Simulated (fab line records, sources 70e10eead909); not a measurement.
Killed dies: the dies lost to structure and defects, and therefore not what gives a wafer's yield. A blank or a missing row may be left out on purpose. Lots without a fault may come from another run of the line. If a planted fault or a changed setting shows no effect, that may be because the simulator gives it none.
Which of the tools did it? / flow nand_harc / 35 wafers from 12 lots sampled at 5 of the route's 1302 steps

== WHAT THE GAUGES READ, wafer by wafer ==
NHARC_END_SORT_01. Usual: killed_at_array 60, standard deviation 21; killed_at_other 1.0, standard deviation 1.2; killed_at_periphery 4.2, standard deviation 2.8; killed_dies 65, standard deviation 20; killed_open 3.1, standard deviation 1.8; killed_short 2.6, standard deviation 1.6.
lot=L514; measured=day 24 03:50; on=prober-02; killed_at_array=99 101 81; killed_at_other=0 0 0; killed_at_periphery=4 2 3; killed_dies=103 103 84; killed_open=6 3 3; killed_short=2 5 3; flag=
lot=L515; measured=day 24 19:50; on=prober-01; killed_at_array=85 79 71; killed_at_other=1 0 1; killed_at_periphery=5 3 1; killed_dies=91 82 73; killed_open=3 2 2; killed_short=4 2 2; flag=
lot=L516; measured=day 24 20:43; on=prober-02; killed_at_array=42 49 44; killed_at_other=0 1 2; killed_at_periphery=7 7 10; killed_dies=49 57 56; killed_open=1 2 1; killed_short=1 4 2; flag=
lot=L517; measured=day 25 04:47; on=prober-01; killed_at_array=76 98 94; killed_at_other=1 2 1; killed_at_periphery=0 1 2; killed_dies=77 101 97; killed_open=4 5 2; killed_short=1 1 5; flag=
lot=L519; measured=day 26 10:00; on=prober-02; killed_at_array=57 62 57; killed_at_other=2 0 0; killed_at_periphery=1 5 1; killed_dies=60 67 58; killed_open=3 5 4; killed_short=0 4 5; flag=
lot=L521; measured=day 26 23:10; on=prober-02; killed_at_array=88 96 93; killed_at_other=1 0 1; killed_at_periphery=4 3 1; killed_dies=93 99 95; killed_open=5 5 1; killed_short=3 4 4; flag=
lot=L522; measured=day 28 08:25; on=prober-01; killed_at_array=69 85 83; killed_at_other=6 0 1; killed_at_periphery=2 1 2; killed_dies=77 86 86; killed_open=6 5 3; killed_short=2 1 3; flag=
lot=L525; measured=day 28 14:43; on=prober-02; killed_at_array=38 35 41; killed_at_other=1 4 1; killed_at_periphery=7 9 11; killed_dies=46 48 53; killed_open=3 5 3; killed_short=5 0 5; flag=
lot=L529; measured=day 29 14:22; on=prober-02; killed_at_array=36 35 33; killed_at_other=0 0 0; killed_at_periphery=5 2 4; killed_dies=41 37 37; killed_open=6 0 1; killed_short=5 6 5; flag=
lot=L530; measured=day 31 15:32; on=prober-02; killed_at_array=80 80 91; killed_at_other=0 0 0; killed_at_periphery=8 4 6; killed_dies=88 84 97; killed_open=4 2 3; killed_short=2 4 4; flag=
lot=L533; measured=day 33 05:25; on=prober-01; killed_at_array=48 44; killed_at_other=0 0; killed_at_periphery=5 12; killed_dies=53 56; killed_open=3 3; killed_short=2 2; flag=
lot=L537; measured=day 33 18:38; on=prober-01; killed_at_array=38 54 46; killed_at_other=0 0 1; killed_at_periphery=2 2 6; killed_dies=40 56 53; killed_open=1 1 2; killed_short=3 1 1; flag=

== WHAT TOOL EACH LOT RAN ON (gives the tool, then ch and the chambers of the sampled wafers, and finally the start) ==
lot=L514; NHARC_A_SLIT_DESCUM_14=rie_diel-03 ch 2,3, day 19 13:40; NHARC_A_WL_FILL_ETCHBACK_05=rie_metal-01 ch 0,1, day 20 04:35; NHARC_A_WL_FILL_ETCHBACK_16=rie_diel-05 ch 0,2,3, day 20 19:13 or earlier; NHARC_A_WL_FILL_ETCHBACK_26=rie_si-05 ch 0,2,3, day 20 19:13
lot=L515; NHARC_A_SLIT_DESCUM_14=rie_diel-06 ch 0,1, day 20 02:43; NHARC_A_WL_FILL_ETCHBACK_05=rie_metal-02 ch 0,1, day 20 20:58; NHARC_A_WL_FILL_ETCHBACK_16=rie_diel-05 ch 1,2, day 21 13:17 or earlier; NHARC_A_WL_FILL_ETCHBACK_26=rie_si-04 ch 1,2,3, day 21 13:17
lot=L516; NHARC_A_SLIT_DESCUM_14=rie_diel-06 ch 0,2,3, day 20 03:43; NHARC_A_WL_FILL_ETCHBACK_05=rie_metal-03 ch 0, day 20 21:13; NHARC_A_WL_FILL_ETCHBACK_16=rie_diel-01 ch 2,3, day 21 15:46 or earlier; NHARC_A_WL_FILL_ETCHBACK_26=rie_si-02 ch 2,3, day 21 15:46
lot=L517; NHARC_A_SLIT_DESCUM_14=rie_diel-03 ch 0,1,3, day 20 12:57; NHARC_A_WL_FILL_ETCHBACK_05=rie_metal-01 ch 0,1, day 21 04:06; NHARC_A_WL_FILL_ETCHBACK_16=rie_diel-01 ch 0,1,2, day 21 19:40 or earlier; NHARC_A_WL_FILL_ETCHBACK_26=rie_si-04 ch 1,2,3, day 21 19:40
lot=L519; NHARC_A_SLIT_DESCUM_14=rie_diel-03 ch 0,3, day 21 18:02; NHARC_A_WL_FILL_ETCHBACK_05=rie_metal-02 ch 0,1, day 22 07:40; NHARC_A_WL_FILL_ETCHBACK_16=rie_diel-01 ch 1,2,3, day 23 01:44 or earlier; NHARC_A_WL_FILL_ETCHBACK_26=rie_si-04 ch 1,2, day 23 01:44
lot=L521; NHARC_A_SLIT_DESCUM_14=rie_diel-11 ch 0,3, day 22 09:09; NHARC_A_WL_FILL_ETCHBACK_05=rie_metal-02 ch 0,1, day 23 00:05; NHARC_A_WL_FILL_ETCHBACK_16=rie_diel-01 ch 1,2,3, day 23 15:05 or earlier; NHARC_A_WL_FILL_ETCHBACK_26=rie_si-02 ch 0,2,3, day 23 15:05
lot=L522; NHARC_A_SLIT_DESCUM_14=rie_diel-06 ch 0,2, day 23 06:20; NHARC_A_WL_FILL_ETCHBACK_05=rie_metal-03 ch 0,1, day 23 21:25; NHARC_A_WL_FILL_ETCHBACK_16=rie_diel-10 ch 0,1,2, day 24 12:56 or earlier; NHARC_A_WL_FILL_ETCHBACK_26=rie_si-02 ch 2,3, day 24 12:56
lot=L525; NHARC_A_SLIT_DESCUM_14=rie_diel-03 ch 2,3, day 24 03:20; NHARC_A_WL_FILL_ETCHBACK_05=rie_metal-03 ch 0, day 24 18:08; NHARC_A_WL_FILL_ETCHBACK_16=rie_diel-01 ch 0,2, day 25 09:40 or earlier; NHARC_A_WL_FILL_ETCHBACK_26=rie_si-02 ch 1,2,3, day 25 09:40
lot=L529; NHARC_A_SLIT_DESCUM_14=rie_diel-11 ch 1,2, day 25 03:23; NHARC_A_WL_FILL_ETCHBACK_05=rie_metal-01 ch 0,1, day 25 17:56; NHARC_A_WL_FILL_ETCHBACK_16=rie_diel-05 ch 1,2,3, day 26 09:32 or earlier; NHARC_A_WL_FILL_ETCHBACK_26=rie_si-02 ch 0,2,3, day 26 09:32
lot=L530; NHARC_A_SLIT_DESCUM_14=rie_diel-06 ch 1,2,3, day 26 20:39; NHARC_A_WL_FILL_ETCHBACK_05=rie_metal-03 ch 0,1, day 27 11:37; NHARC_A_WL_FILL_ETCHBACK_16=rie_diel-05 ch 0,2,3, day 28 05:28 or earlier; NHARC_A_WL_FILL_ETCHBACK_26=rie_si-04 ch 0,2,3, day 28 05:28
lot=L533; NHARC_A_SLIT_DESCUM_14=rie_diel-06 ch 0,3, day 27 16:47; NHARC_A_WL_FILL_ETCHBACK_05=rie_metal-03 ch 0,1, day 28 11:01; NHARC_A_WL_FILL_ETCHBACK_16=rie_diel-05 ch 0,1, day 29 05:13 or earlier; NHARC_A_WL_FILL_ETCHBACK_26=rie_si-05 ch 1,2, day 29 05:13
lot=L537; NHARC_A_SLIT_DESCUM_14=rie_diel-06 ch 2,3, day 29 03:44; NHARC_A_WL_FILL_ETCHBACK_05=rie_metal-02 ch 0,1, day 29 18:17; NHARC_A_WL_FILL_ETCHBACK_16=rie_diel-01 ch 0,3, day 30 11:49 or earlier; NHARC_A_WL_FILL_ETCHBACK_26=rie_si-02 ch 2,3, day 30 11:49
- NHARC_A_SLIT_DESCUM_14: chemistry O2, time 3 s.
- NHARC_A_WL_FILL_ETCHBACK_05: etches the open film in Cl2/BCl3, target depth 22 nm, time 60 s.
- NHARC_A_WL_FILL_ETCHBACK_16: etches the open film in C4F8/O2/Ar, target depth 120 nm, time 24 s.
- NHARC_A_WL_FILL_ETCHBACK_26: etches the open film in HBr, target depth 52 nm, time 13.3 s.

== WHAT THE TOOLS THEMSELVES READ (means of the sampled wafers that have a number; where no wafer has one, the mark that the record gives instead) ==
NHARC_A_SLIT_DESCUM_14. Usual: drypump_motor_current_A 5.8 A, standard deviation 0.38; oes_product_au 0.999 a.u., standard deviation 0.0079; rf_vpp_V 57.9 V, standard deviation 0.95; showerhead_plenum_p_Torr 1.95 Torr, standard deviation 0.067; throttle_valve_pct 11.312 %, standard deviation 0.0094.
lot=L514; tool=rie_diel-03; drypump_motor_current_A (A)=5.2; oes_product_au (a.u.)=1.009; rf_vpp_V (V)=58.8; showerhead_plenum_p_Torr (Torr)=2.03; throttle_valve_pct (%)=11.313; flag=
lot=L515; tool=rie_diel-06; drypump_motor_current_A (A)=5.7; oes_product_au (a.u.)=0.990; rf_vpp_V (V)=58.1; showerhead_plenum_p_Torr (Torr)=1.98; throttle_valve_pct (%)=11.307; flag=
lot=L516; tool=rie_diel-06; drypump_motor_current_A (A)=6.0; oes_product_au (a.u.)=1.007; rf_vpp_V (V)=58.4; showerhead_plenum_p_Torr (Torr)=1.92; throttle_valve_pct (%)=11.303; flag=
lot=L517; tool=rie_diel-03; drypump_motor_current_A (A)=5.4; oes_product_au (a.u.)=1.001; rf_vpp_V (V)=58.5; showerhead_plenum_p_Torr (Torr)=1.94; throttle_valve_pct (%)=11.314; flag=
lot=L519; tool=rie_diel-03; drypump_motor_current_A (A)=5.2; oes_product_au (a.u.)=0.998; rf_vpp_V (V)=57.9; showerhead_plenum_p_Torr (Torr)=1.99; throttle_valve_pct (%)=11.306; flag=
lot=L521; tool=rie_diel-11; drypump_motor_current_A (A)=5.9; oes_product_au (a.u.)=1.000; rf_vpp_V (V)=57.9; showerhead_plenum_p_Torr (Torr)=1.92; throttle_valve_pct (%)=11.313; flag=
lot=L522; tool=rie_diel-06; drypump_motor_current_A (A)=6.1; oes_product_au (a.u.)=0.996; rf_vpp_V (V)=57.5; showerhead_plenum_p_Torr (Torr)=1.98; throttle_valve_pct (%)=11.319; flag=
lot=L525; tool=rie_diel-03; drypump_motor_current_A (A)=5.6; oes_product_au (a.u.)=1.001; rf_vpp_V (V)=57.9; showerhead_plenum_p_Torr (Torr)=2.01; throttle_valve_pct (%)=11.307; flag=
lot=L529; tool=rie_diel-11; drypump_motor_current_A (A)=6.0; oes_product_au (a.u.)=1.005; rf_vpp_V (V)=58.9; showerhead_plenum_p_Torr (Torr)=2.00; throttle_valve_pct (%)=11.315; flag=
lot=L530; tool=rie_diel-06; drypump_motor_current_A (A)=5.8; oes_product_au (a.u.)=0.992; rf_vpp_V (V)=58.3; showerhead_plenum_p_Torr (Torr)=1.90; throttle_valve_pct (%)=11.317; flag=
lot=L533; tool=rie_diel-06; drypump_motor_current_A (A)=6.0; oes_product_au (a.u.)=1.010; rf_vpp_V (V)=57.8; showerhead_plenum_p_Torr (Torr)=1.94; throttle_valve_pct (%)=11.321; flag=
lot=L537; tool=rie_diel-06; drypump_motor_current_A (A)=6.0; oes_product_au (a.u.)=0.999; rf_vpp_V (V)=57.8; showerhead_plenum_p_Torr (Torr)=1.87; throttle_valve_pct (%)=11.308; flag=

NHARC_A_WL_FILL_ETCHBACK_05. Usual: drypump_motor_current_A 5.9 A, standard deviation 0.51; oes_product_au 0.997 a.u., standard deviation 0.0082; temp_c 39.99 C, standard deviation 0.11.
lot=L514; tool=rie_metal-01; drypump_motor_current_A (A)=5.5; oes_product_au (a.u.)=0.996; temp_c (C)=40.01; flag=
lot=L515; tool=rie_metal-02; drypump_motor_current_A (A)=5.7; oes_product_au (a.u.)=1.004; temp_c (C)=40.07; flag=
lot=L516; tool=rie_metal-03; drypump_motor_current_A (A)=6.5; oes_product_au (a.u.)=0.999; temp_c (C)=39.90; flag=
lot=L517; tool=rie_metal-01; drypump_motor_current_A (A)=5.2; oes_product_au (a.u.)=1.000; temp_c (C)=40.06; flag=
lot=L519; tool=rie_metal-02; drypump_motor_current_A (A)=5.7; oes_product_au (a.u.)=1.011; temp_c (C)=39.93; flag=
lot=L521; tool=rie_metal-02; drypump_motor_current_A (A)=5.8; oes_product_au (a.u.)=0.996; temp_c (C)=40.13; flag=
lot=L522; tool=rie_metal-03; drypump_motor_current_A (A)=6.2; oes_product_au (a.u.)=0.980; temp_c (C)=39.95; flag=
lot=L525; tool=rie_metal-03; drypump_motor_current_A (A)=6.5; oes_product_au (a.u.)=0.984; temp_c (C)=39.83; flag=
lot=L529; tool=rie_metal-01; drypump_motor_current_A (A)=5.5; oes_product_au (a.u.)=0.996; temp_c (C)=40.03; flag=
lot=L530; tool=rie_metal-03; drypump_motor_current_A (A)=6.3; oes_product_au (a.u.)=1.102; temp_c (C)=39.94; flag=OFF
lot=L533; tool=rie_metal-03; drypump_motor_current_A (A)=6.3; oes_product_au (a.u.)=1.327; temp_c (C)=40.03; flag=OFF
lot=L537; tool=rie_metal-02; drypump_motor_current_A (A)=5.7; oes_product_au (a.u.)=0.992; temp_c (C)=39.95; flag=

NHARC_A_WL_FILL_ETCHBACK_16. Usual: oes_product_au 0.982 a.u., standard deviation 0.025; rf_vpp_V 723 V, standard deviation 5.
lot=L514; tool=rie_diel-05; oes_product_au (a.u.)=0.961; rf_vpp_V (V)=720; flag=
lot=L515; tool=rie_diel-05; oes_product_au (a.u.)=0.989; rf_vpp_V (V)=719; flag=
lot=L516; tool=rie_diel-01; oes_product_au (a.u.)=0.926; rf_vpp_V (V)=725; flag=
lot=L517; tool=rie_diel-01; oes_product_au (a.u.)=0.963; rf_vpp_V (V)=723; flag=
lot=L519; tool=rie_diel-01; oes_product_au (a.u.)=0.995; rf_vpp_V (V)=722; flag=
lot=L521; tool=rie_diel-01; oes_product_au (a.u.)=0.930; rf_vpp_V (V)=723; flag=
lot=L522; tool=rie_diel-10; oes_product_au (a.u.)=0.998; rf_vpp_V (V)=726; flag=
lot=L525; tool=rie_diel-01; oes_product_au (a.u.)=0.997; rf_vpp_V (V)=725; flag=
lot=L529; tool=rie_diel-05; oes_product_au (a.u.)=1.005; rf_vpp_V (V)=719; flag=
lot=L530; tool=rie_diel-05; oes_product_au (a.u.)=0.989; rf_vpp_V (V)=720; flag=
lot=L533; tool=rie_diel-05; oes_product_au (a.u.)=0.993; rf_vpp_V (V)=722; flag=
lot=L537; tool=rie_diel-01; oes_product_au (a.u.)=1.003; rf_vpp_V (V)=718; flag=

NHARC_A_WL_FILL_ETCHBACK_26. Usual: drypump_motor_current_A 5.8 A, standard deviation 0.4; oes_product_au 0.997 a.u., standard deviation 0.0077; throttle_valve_pct 23.265 %, standard deviation 0.0092.
lot=L514; tool=rie_si-05; drypump_motor_current_A (A)=5.6; oes_product_au (a.u.)=1.002; throttle_valve_pct (%)=23.258; flag=
lot=L515; tool=rie_si-04; drypump_motor_current_A (A)=6.1; oes_product_au (a.u.)=0.988; throttle_valve_pct (%)=23.264; flag=
lot=L516; tool=rie_si-02; drypump_motor_current_A (A)=5.2; oes_product_au (a.u.)=0.990; throttle_valve_pct (%)=23.258; flag=
lot=L517; tool=rie_si-04; drypump_motor_current_A (A)=6.1; oes_product_au (a.u.)=0.995; throttle_valve_pct (%)=23.267; flag=
lot=L519; tool=rie_si-04; drypump_motor_current_A (A)=6.2; oes_product_au (a.u.)=0.999; throttle_valve_pct (%)=23.264; flag=
lot=L521; tool=rie_si-02; drypump_motor_current_A (A)=5.6; oes_product_au (a.u.)=0.997; throttle_valve_pct (%)=23.263; flag=
lot=L522; tool=rie_si-02; drypump_motor_current_A (A)=5.4; oes_product_au (a.u.)=0.991; throttle_valve_pct (%)=23.263; flag=
lot=L525; tool=rie_si-02; drypump_motor_current_A (A)=5.5; oes_product_au (a.u.)=0.994; throttle_valve_pct (%)=23.268; flag=
lot=L529; tool=rie_si-02; drypump_motor_current_A (A)=5.6; oes_product_au (a.u.)=0.995; throttle_valve_pct (%)=23.275; flag=
lot=L530; tool=rie_si-04; drypump_motor_current_A (A)=6.1; oes_product_au (a.u.)=0.999; throttle_valve_pct (%)=23.258; flag=
lot=L533; tool=rie_si-05; drypump_motor_current_A (A)=6.0; oes_product_au (a.u.)=1.001; throttle_valve_pct (%)=23.270; flag=
lot=L537; tool=rie_si-02; drypump_motor_current_A (A)=5.4; oes_product_au (a.u.)=1.009; throttle_valve_pct (%)=23.262; flag=

== THE ANSWER, worked out from the rows above alone ==
Rule: a lot counts as off when the mean over its wafers that have a number is more than 3 standard deviations away from the usual mean. Also off: a lot with no number at a reading for which 4 or more lots have one. All remaining lots with rows at the step are treated as sound. The gauges are gone through in route order, then the tools' own readings, and for those a lot's mean is taken as printed above. The first step at which some lot is off is used, and at that step the reading that is off furthest; a lot without a number counts as furthest.
Off, at NHARC_A_WL_FILL_ETCHBACK_05 on oes_product_au: L530, L533.
A tool fits if, at that step or a process step before it, it ran every lot that is off, and no sound lot after the first of them. One fits: rie_metal-03 at NHARC_A_WL_FILL_ETCHBACK_05. A fault onset in the window from L525 (day 24 18:08, its last sound lot) to L530 (day 27 11:37, its first lot off) fits.
The tool's own readings at NHARC_A_WL_FILL_ETCHBACK_05 bear it out: on the lots that are off they differ by more than 5 times the standard deviation of the sound lots' means. oes_product_au reads 1.215 a.u. there against 0.996 a.u. on the sound lots.

== WHAT WAS PUT IN BY THE SIMULATOR ==
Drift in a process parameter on rie_metal-03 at NHARC_A_WL_FILL_ETCHBACK_05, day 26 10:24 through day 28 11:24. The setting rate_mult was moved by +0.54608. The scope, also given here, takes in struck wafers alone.
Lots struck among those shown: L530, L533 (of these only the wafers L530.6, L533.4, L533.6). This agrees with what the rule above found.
